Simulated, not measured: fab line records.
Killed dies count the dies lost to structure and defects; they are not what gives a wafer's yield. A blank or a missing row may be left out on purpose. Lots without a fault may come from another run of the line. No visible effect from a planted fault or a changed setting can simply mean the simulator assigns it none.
fab line records	flow n5-finfet
[record] lots = 4	wafers = 12	last-day = 18
route steps=1938 shown STI_FIN_REVEAL@209 DUMMY_GATE@212 BEOL_M4@1111
lots untouched by any fault: they come from a run of this same line in which no faults occurred
start-h: start of the lot's first displayed wafer, in hours after the record's first day	wait-h: hours elapsed since this lot's preceding step	" as in the row above	L1.1+2: a row that stands for several wafers	- no value present, or no start provided	* or withheld: withheld	< > ~ a bound
route shown NAME@n: NAME is a module with steps in the file, n the number in the route of the first one	usual: average and standard deviation across the fault-free wafers	same: alike in all rows	chamber/n: place in a boat	sites: each site's reading	_std_site: their standard deviation	_edge_site: mean of outer sites minus mean of inner sites	radius-mm: for every site, how far away it sits from the centre of the wafer	mask NAME#n: copy n	behind: the most recent tool/chamber to have shaped the wafer	hold: why the lot was held/for how many hours/how that ended	device: whichever transistor did not switch (one of n, p or np)	end of line: the tests these same wafers got at the end of their route	step lacking rows: just its recipe	killed: the dies lost at the first sort to structure and to defects; this is not the yield of the wafer	map: per-die view of a wafer (x killed, . not killed, _ where there is no die)
set.NAME: the run value of the setting; set.NAME@STEP: its run value at that earlier step	model.NAME: the simulator's own value behind a step, which no gauge read
certain route steps with their lots: each step a table, each wafer a row
services: from which hour (start-h, from the record's first day; less than 0 if before it) a tool's chamber was out of use, for how many hours, and why
[[steps]]
[step N5_STI_FIN_REVEAL_PRECLEAN_18]
[recipe] chemistry = SC2	time-s = 45	temp-c = 35	mix = 1:1:50
[step N5_STI_FIN_REVEAL_SRD_28]
[recipe] dry = ipa-marangoni	time-s = 30	temp-c = 23	rinse-liquid = diw
[step N5_DUMMY_GATE_PRECLEAN_00]
[recipe] chemistry = O3/DIW	time-s = 60	temp-c = 22	o3-ppm = 10
[step N5_DUMMY_GATE_SRD_01]
[recipe] time-s = 30	temp-c = 23	rinse-liquid = diw	dry = ipa-marangoni
[step N5_DUMMY_GATE_ALD_02]
[recipe] material = SiO2	target-thk-a = 20	temp-c = 300	ald-precursor-family = BDEAS	ald-co-reactant = O2-plasma	pulse-time-s = 1	pressure-torr = 2
[step N5_DUMMY_GATE_CVD_03]
[recipe] material = a-Si	target-thk-a = 1500	temp-c = 530	precursor = SiH4	time-s = 8042
[step N5_DUMMY_GATE_PRECLEAN_46]
[recipe] chemistry = DIW	time-s = 89.5	temp-c = 23
[step N5_DUMMY_GATE_SRD_47]
[recipe] dry-time-s = 32	dry = n2-spin	spin-rpm = 1500
[step N5_DUMMY_GATE_CMP_04]
[recipe] material = a-Si	post-cmp-clean = alkaline-brush
[step N5_DUMMY_GATE_HM_DEP_06]
[recipe] material = SiNx	target-thk-a = 800	precursor = DCS/NH3	temp-c = 700	pressure-mtorr = 300	time-s = 5141
[step N5_DUMMY_GATE_PECVD_30]
[recipe] material = SiO2	target-thk-a = 550	temp-c = 400	precursor = TEOS/O2	pressure-torr = 6.5	rf-w = withheld	teos-flow-sccm = withheld	gas = O2	flow-sccm = 2650	time-s = 10.8
lot.wafer	tool	chamber	start-h	wait-h	model.SiO2_of_DUMMY_GATE_PECVD_30.thk-nm
L826.1	pecvd-04	1	63.19	0.0	54.4
L826.3	"	2	"	"	55
L826.4	"	2	"	"	55.6
L832.1	pecvd-04	0	101.81	0.0	55.2
L832.2	"	1	"	"	54.2
L832.4	"	1	"	"	60
L836.2	pecvd-04	2	125.76	0.0	54.8
L836.4	"	1	"	"	60.6
L836.5	"	0	"	"	56
L846.1	pecvd-02	2	187.46	0.0	54.4
L846.4	"	0	"	"	55
L846.6	"	1	"	"	54.6
[step N5_DUMMY_GATE_COAT_34]
[recipe] resist = SOC	temp-c = 250	time-s = 60	spin-rpm = 1500	resist-thk-nm = 60
[step N5_DUMMY_GATE_COAT_35]
[recipe] resist = SiARC	temp-c = 220	time-s = 60	spin-rpm = 1500	resist-thk-nm = 10
[step N5_DUMMY_GATE_COAT_28]
[recipe] resist = underlayer	temp-c = 205	time-s = 60	spin-rpm = 1500	resist-thk-nm = 10
[step N5_DUMMY_GATE_COAT_09]
[recipe] resist = CAR-EUV	spin-rpm = 1500	resist-thk-nm = 30
[step N5_DUMMY_GATE_EBR_11]
[recipe] solvent = PGMEA	ebr-width-mm = 1.5
[step N5_DUMMY_GATE_SOFTBAKE_10]
[recipe] temp-c = 110	time-s = 60	resist = CAR-EUV
[step N5_DUMMY_GATE_EXPOSE_12]
[recipe] mask-id = GATE	na = 0.33	source-shape = annular	sigma-inner = 0.2	sigma-outer = 0.6	polarization = unpolarized	target-cd-nm = 25	dose-mj = 34
[step N5_DUMMY_GATE_PEB_13]
[recipe] peb-temp-c = 100	peb-time-s = 60	resist = CAR-EUV
[step N5_DUMMY_GATE_DEVELOP_14]
[recipe] develop-time-s = 30	developer = TMAH	resist = CAR-EUV	rinse-liquid = surfactant-rinse	dry = air-spin	dev-temp-c = 23
[step N5_DUMMY_GATE_DESCUM_20]
[recipe] chemistry = O2	time-s = 6.2	source-power-w = 50	bias-power-w = 20	pressure-mtorr = 20	rf-frequency-hz = 2.712e+07	temp-c = 40	resist = CAR-EUV	o2-flow-sccm = 225
[step N5_DUMMY_GATE_ETCH_29]
[recipe] chemistry = N2/H2	target = underlayer	target-depth-a = 130	ion-energy-ev = 200	pressure-mtorr = 30	source-w = 840	bias-w = 150	n2-flow-sccm = 200	h2-flow-sccm = 200
[step N5_DUMMY_GATE_ETCH_36]
[recipe] chemistry = CF4	target = SiARC	target-depth-a = 130	pressure-mtorr = 40	source-w = 545	bias-w = 36	Ar_flow_sccm = 100	cf4-flow-sccm = 100	ion-energy-ev = 80
[step N5_DUMMY_GATE_ETCH_37]
[recipe] chemistry = N2/H2	target = SOC	target-depth-a = 600	overetch-a = 300	temp-c = 40	ion-energy-ev = 200	pressure-mtorr = 30	source-w = 840	bias-w = 150	n2-flow-sccm = 200	h2-flow-sccm = 200
[step N5_DUMMY_GATE_STRIP_38]
[recipe] chemistry = N2/H2	temp-c = 40	n2-flow-sccm = 200	h2-flow-sccm = 200	rf-frequency-hz = 6e+07
[step N5_DUMMY_GATE_STRIP_39]
[recipe] chemistry = N2/H2	temp-c = 40	n2-flow-sccm = 200	h2-flow-sccm = 200	rf-frequency-hz = 6e+07
[step N5_DUMMY_GATE_TRIM_49]
[recipe] chemistry = O2	resist = SOC	time-s = 29	target-cd-nm = 14	source-power-w = 300	bias-power-w = 0	O2_flow_sccm = 100	temp-c = 20
[step N5_DUMMY_GATE_STRIP_40]
[recipe] chemistry = CF4	resist = SiARC	power-w = 300	bias-power-w = 75	pressure-mtorr = 50	cf4-flow-sccm = 150	rf-frequency-hz = 6e+07
[step N5_DUMMY_GATE_ETCH_31]
[recipe] chemistry = C4F6/O2	target = SiO2	mask-material = SOC	target-depth-a = 825	time-s = 27.5	ion-energy-ev = 250	pressure-mtorr = 30	source-w = 345	bias-w = 185	Ar_flow_sccm = 300	C4F6_flow_sccm = 10	O2_flow_sccm = 10
[step N5_DUMMY_GATE_STRIP_41]
[recipe] chemistry = O2	power-w = 400	temp-c = 40	pressure-mtorr = 30	rf-frequency-hz = 6e+07	bias-power-w = 0	overash-fraction = 0.3	o2-flow-sccm = 225
[step N5_DUMMY_GATE_HM_OPEN_21]
[recipe] chemistry = CH3F/O2	target = SiNx	target-depth-a = 1200	Ar_flow_sccm = 150	CH3F_flow_sccm = 30	O2_flow_sccm = 23	time-s = 171.4	pressure-mtorr = 30	source-w = 395	bias-w = 73	ion-energy-ev = 120.7
[step N5_DUMMY_GATE_ETCH_32]
[recipe] chemistry = CF4	target = SiO2	target-depth-a = 35	time-s = 3.9	ion-energy-ev = 350	pressure-mtorr = 10	icp-w = 800	bias-w = 400	cf4-flow-sccm = 80
[step N5_DUMMY_GATE_ETCH_23]
[recipe] chemistry = HBr/Cl2/O2	HBr_flow_sccm = 150	Cl2_flow_sccm = 80	O2_flow_sccm = 12	bias-w = 102	target-depth-a = 410	time-s = 22.3	target = poly-Si	mask-material = SiO2	pressure-mtorr = 10	icp-w = 800
[step N5_DUMMY_GATE_ETCH_44]
[recipe] chemistry = HBr/O2	over-etch-frac = 0.7	target-depth-a = 1275	stop-on = SiO2	ion-energy-ev = 60	bias-w = 20	target = poly-Si	mask-material = SiO2	pressure-mtorr = 20	icp-w = 400	HBr_flow_sccm = 120	O2_flow_sccm = 10
[usual] drypump-motor-current-A = 5.8/0.43	he-backside-leak-sccm = 2.68/0.2	oes-product-au = 0.721/0.011	throttle-valve-pct = 18.59/0.2
lot.wafer	tool	chamber	start-h	wait-h	drypump-motor-current-A	he-backside-leak-sccm	oes-product-au	rf-hours-counter-h	throttle-valve-pct	model.SiO2_of_DUMMY_GATE_PECVD_30.thk-nm
L826.1	rie-si-04	2	64.60	0.0	6.2	2.52	0.719	158	18.71	37.4
L826.3	"	1	"	"	5.4	2.78	0.732	65	18.45	38
L826.4	"	0	"	"	5.9	2.52	0.720	6	18.41	38.6
L832.1	rie-si-04	3	103.02	0.0	5.0	3.33	0.702	164	18.27	38
L832.2	"	2	"	"	6.2	2.58	0.717	159	18.71	37.6
L832.4	"	0	"	"	5.9	2.53	0.722	6	18.40	43.2
L836.2	rie-si-04	3	127.13	0.0	5.0	3.00	0.724	165	18.28	37.6
L836.4	"	0	"	"	5.9	2.39	0.705	6	18.41	43.8
L836.5	"	0	"	"	5.9	2.43	0.731	-	18.39	38.8
L846.1	rie-si-02	3	188.67	0.0	6.1	2.70	0.703	6	18.82	37.2
L846.4	"	2	"	"	5.2	2.60	0.726	118	18.68	37.8
L846.6	"	3	"	"	6.1	2.66	0.713	-	18.80	37.8
[step N5_BEOL_M4_RC_MEAS_101]
[usual] DIBL_N = 36.4/1.6	DIBL_P = 36.2/1.8	IOFF_N = 0.159/0.029	IOFF_P = 0.21/0.034	ION_N = 670/12	ION_P = 459/8.2	SS_N = 71.5/0.59	SS_P = 73.2/0.54	VT_N = 250/3.3	VT_P = -250/3.7
lot.wafer	tool	chamber	start-h	wait-h	DIBL_N[mV/V]	DIBL_P[mV/V]	IOFF_N[nA/um]	IOFF_P[nA/um]	ION_N[uA/um]	ION_P[uA/um]	SS_N[mV/dec]	SS_P[mV/dec]	VT_N[mV]	VT_P[mV]
L826.1	prober-02	0	208.98	0.0	39.1	38.0	0.234	0.29	694	471	72.2	73.9	244	-245
L826.3	"	0	"	"	38.6	36.9	0.235	0.27	696	471	71.9	73.0	241	-244
L826.4	"	0	"	"	37.9	36.4	0.209	0.25	691	466	72.2	73.7	244	-244
L832.1	prober-01	0	224.96	0.0	35.6	33.0	0.129	0.18	671	460	71.4	72.4	252	-250
L832.2	"	0	"	"	38.1	36.9	0.188	0.24	691	471	72.2	74.2	246	-248
L832.4	"	0	"	"	38.4	37.0	0.182	0.25	682	470	72.2	73.6	248	-245
L836.2	prober-02	0	278.40	0.2	37.9	37.1	0.174	0.22	672	456	72.0	73.4	250	-252
L836.4	"	0	"	"	36.1	34.8	0.153	0.19	667	451	71.5	72.8	250	-254
L836.5	"	0	"	"	37.7	36.0	0.163	0.21	670	458	72.4	73.5	249	-250
L846.1	prober-02	0	335.18	0.0	34.1	35.5	0.141	0.23	670	476	71.9	73.0	250	-247
L846.4	"	0	"	"	35.7	37.1	0.160	0.26	663	464	71.1	73.7	249	-245
L846.6	"	0	"	"	38.0	39.3	0.218	0.31	701	481	71.8	74.1	245	-240
[[services]]
tool	chamber	start-h	hours	kind
rie-si-04	-	68.62	2.7	repair
pecvd-02	-	104.86	0.8	repair
rie-si-04	0	115.10	8.9	repair
rie-si-02	3	117.12	13.7	repair
pecvd-02	1	119.52	2.1	scheduled-down
rie-si-04	1	121.01	2.2	repair
pecvd-02	-	149.95	0.2	repair
pecvd-02	-	163.60	0.6	repair
rie-si-02	2	174.01	5.7	repair
pecvd-02	-	181.91	2.8	pm
rie-si-04	0	188.08	19.6	repair
pecvd-04	0	188.12	5.5	scheduled-down
[[key]]
first-sign none at tools or gauges
[model-effect] step = N5_DUMMY_GATE_PECVD_30	value = SiO2_of_DUMMY_GATE_PECVD_30.thk-nm	without = 55.5	struck = 60.3
[model-effect] step = N5_DUMMY_GATE_ETCH_44	value = SiO2_of_DUMMY_GATE_PECVD_30.thk-nm	without = 38.7	struck = 43.5
met-at N5_DUMMY_GATE_PECVD_30
struck-wafers L832.4,L836.4
onset-between 63.19 101.81
[fault] kind = process-parameter-drift	tool = pecvd-04	chamber = -	onset-h = 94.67	steps = N5_DUMMY_GATE_PECVD_30	channel = time-s	offset = *	shape = step	end-h = 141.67	scope = struck-wafers-only	acts-in = *	stated = *
